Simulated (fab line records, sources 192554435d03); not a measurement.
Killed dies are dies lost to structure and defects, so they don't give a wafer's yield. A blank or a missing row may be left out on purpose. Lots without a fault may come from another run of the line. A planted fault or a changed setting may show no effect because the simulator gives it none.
Split-lot experiment | flow n5_finfet | 7 lots, 21 wafers read, on a route of 1938 steps

THE SPLIT
At N5_BEOL_M4_TRENCH_ETCH_37 (etches SiOC in C4F6/O2, target depth 55.555 nm, time 29.2 s), the setting source_w was moved away from the recipe's 355 W on 11 of the 21 wafers read, by -17.4% to +8.6%. The other wafers ran this setting at the recipe's value.

The reading is taken at the split's own step.

THE READING
rf_vpp_V, in V, at N5_BEOL_M4_TRENCH_ETCH_37 (etches SiOC in C4F6/O2, target depth 55.555 nm, time 29.2 s). Fault-free wafers of this fab line usually give 668 V, standard deviation 5 V.

wafer  | tool, chamber at the split | source_w as run, W | against the recipe | rf_vpp_V, V | against lot-mates on the recipe
L076.1 | rie_diel-06, 2             | 375.3              | +5.7%              | 653         | -16
L076.2 | rie_diel-06, 1             | 355                | recipe             | 669         | -
L076.5 | rie_diel-06, 1             | 375.3              | +5.7%              | 650         | -19
L080.1 | rie_diel-05, 0             | 293.3              | -17.4%             | 730         | +70
L080.3 | rie_diel-05, 2             | 293.3              | -17.4%             | 744         | +84
L080.6 | rie_diel-05, 0             | 355                | recipe             | 660         | -
L089.3 | rie_diel-03, 3             | 384.7              | +8.4%              | 641         | -17
L089.4 | rie_diel-03, 0             | 384.7              | +8.4%              | 639         | -19
L089.5 | rie_diel-03, 2             | 355                | recipe             | 658         | -
L094.1 | rie_diel-03, 1             | 355                | recipe             | 673         | -
L094.2 | rie_diel-03, 2             | 385.7              | +8.6%              | 631         | -35
L094.5 | rie_diel-03, 2             | 355                | recipe             | 659         | -
L091.2 | rie_diel-03, 0             | 294.4              | -17.1%             | 731         | +74
L091.4 | rie_diel-03, 2             | 355                | recipe             | 657         | -
L091.6 | rie_diel-03, 3             | 294.4              | -17.1%             | 735         | +78
L095.2 | rie_diel-05, 2             | 355                | recipe             | 675         | -
L095.3 | rie_diel-05, 3             | 355                | recipe             | 665         | -
L095.6 | rie_diel-05, 2             | 355                | recipe             | 673         | -
L096.2 | rie_diel-05, 0             | 322.2              | -9.2%              | 694         | +24
L096.4 | rie_diel-05, 1             | 355                | recipe             | 670         | -
L096.6 | rie_diel-05, 3             | 322.2              | -9.2%              | 701         | +31

THE FIT
A straight line over all 21 wafers: rf_vpp_V changes by -3.76 V for each +1% of source_w; r = -0.98; the points scatter about the line by 6.4 V.
The same after taking each lot's own level away (the mean of its wafers on the recipe; 21 wafers): -3.94 V for each +1%; r = -0.98; scatter 7.6 V.
On that fit, the largest move of source_w shifts the reading by 68 V.
The lots' own levels span 657.0 to 671.0 V, that is 2.8 times the standard deviation above.
So the lot-to-lot level changes the slope little: the two slopes agree.
Check: with one of the wafers moved furthest among these (-17.4%) left out of the fit, the line predicts +71.4 V for it against its lot-mates. It came out at +70 V against them.
Tool readings at the split's step, against how far the setting was moved: rf_vpp_V r = -0.98.

OTHER SPLITS ON THESE WAFERS
These wafers also went through other splits before the reading. Each is held against what the fit with the lots' levels taken away leaves over:
other split on the same wafers            | wafers away from the commonest value | r with rf_vpp_V (lot level and that fit taken away)
N5_MOL_CONTACT_COAG_ETCH_124 source_w     | 10                                   | +0.10
N5_MOL_CONTACT_COAG_CVD_140 target_thk_a  | 6                                    | +0.12
N5_BEOL_M0_SAQP_MANDREL_ETCH_20 icp_w     | 7                                    | +0.40
N5_BEOL_M0_SAQP_SPACER1_ALD_98 ald_cycles | 7                                    | -0.41
N5_BEOL_M0_ETCH_109 bias_w                | 7                                    | -0.03
N5_BEOL_M2_COAT_67 spin_rpm               | 6                                    | +0.09
N5_BEOL_M2_COAT_76 time_s                 | 10                                   | +0.26
N5_BEOL_M2_TRENCH_ETCH_37 source_w        | 4                                    | -0.38
N5_BEOL_M4_COAT_62 spin_rpm               | 7                                    | +0.12
N5_BEOL_M4_EXPOSE_08 dose_mj              | 11                                   | +0.17

THE WHOLE CHAIN: every reading that the file lists as answering this split, in the file's order
step                      | what it does                                                | reading                                                                   | change (the file's fit)               | r (the file's)
N5_BEOL_M4_TRENCH_ETCH_37 | etches SiOC in C4F6/O2, target depth 55.555 nm, time 29.2 s | rf_vpp_V                                                                  | -4.02 V for each +1% of the setting   | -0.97
N5_BEOL_M4_TRENCH_ETCH_37 | etches SiOC in C4F6/O2, target depth 55.555 nm, time 29.2 s | etch.depth_nm (the simulator's own value, which no gauge read)            | +0.248 nm for each +1% of the setting | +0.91
N5_BEOL_M4_TRENCH_ETCH_37 | etches SiOC in C4F6/O2, target depth 55.555 nm, time 29.2 s | BEOL_M4.feature_depth_nm (the simulator's own value, which no gauge read) | +0.249 nm for each +1% of the setting | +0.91

THE FILE'S OWN FIT
rf_vpp_V changes by -4.02 V for each +1% of source_w, r = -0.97.
